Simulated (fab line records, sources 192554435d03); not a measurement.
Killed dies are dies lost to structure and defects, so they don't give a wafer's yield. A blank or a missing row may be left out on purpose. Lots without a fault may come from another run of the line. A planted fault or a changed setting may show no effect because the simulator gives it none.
Chamber matching | flow n5_finfet | N5_BEOL_M7_STRIP_36 on rie_diel-04: 4 sister chambers
The step strips in N2/H2. 8 wafers are shown with their chamber, then 8 later ones without.

WAFERS WITH THEIR CHAMBER
wafer  | chamber | drypump_motor_current_A (A) | throttle_valve_pct (%)
L085.1 | 1       | 5.4                         | 23.79
L086.1 | 0       | 5.5                         | 24.09
L086.5 | 3       | 6.1                         | 23.55
L086.6 | 2       | 6.0                         | 23.24
L089.3 | 0       | 5.6                         | 24.11
L089.4 | 3       | 6.1                         | 23.57
L089.6 | 2       | 6.0                         | 23.23
L094.1 | 1       | 5.4                         | 23.86

WAFERS WITHOUT THEIR CHAMBER
wafer  | drypump_motor_current_A (A) | throttle_valve_pct (%)
L094.4 | 6.0                         | 23.55
L094.5 | 6.0                         | 23.23
L091.3 | 5.4                         | 23.85
L091.5 | 5.5                         | 24.09
L091.6 | 6.1                         | 23.55
L090.2 | 6.0                         | 23.25
L090.4 | 5.5                         | 24.13
L090.5 | 5.4                         | 23.82

WHICH CHAMBER EACH WENT THROUGH
wafer  | from the rows above | in truth
L094.4 | 3                   | 3
L094.5 | 2                   | 2
L091.3 | 1                   | 1
L091.5 | 0                   | 0
L091.6 | 3                   | 3
L090.2 | 2                   | 2
L090.4 | 0                   | 0
L090.5 | 1                   | 1
Placed correctly: 8 of 8. Can't be placed from these rows: 0. Placed wrongly: 0.
How it was worked out, from the rows above alone: a wafer's distance from a chamber is the root of the sum, over the readings, of the square of ((its reading less the chamber's mean) divided by the reading's scatter). The wafer belongs to the nearest chamber; if the next one is less than 2 further off, it can't be placed. A chamber's mean is the mean of its shown wafers. The scatter: the root of (the sum of the squares of (reading less its chamber's mean) over the shown wafers, divided by (wafers less chambers)).
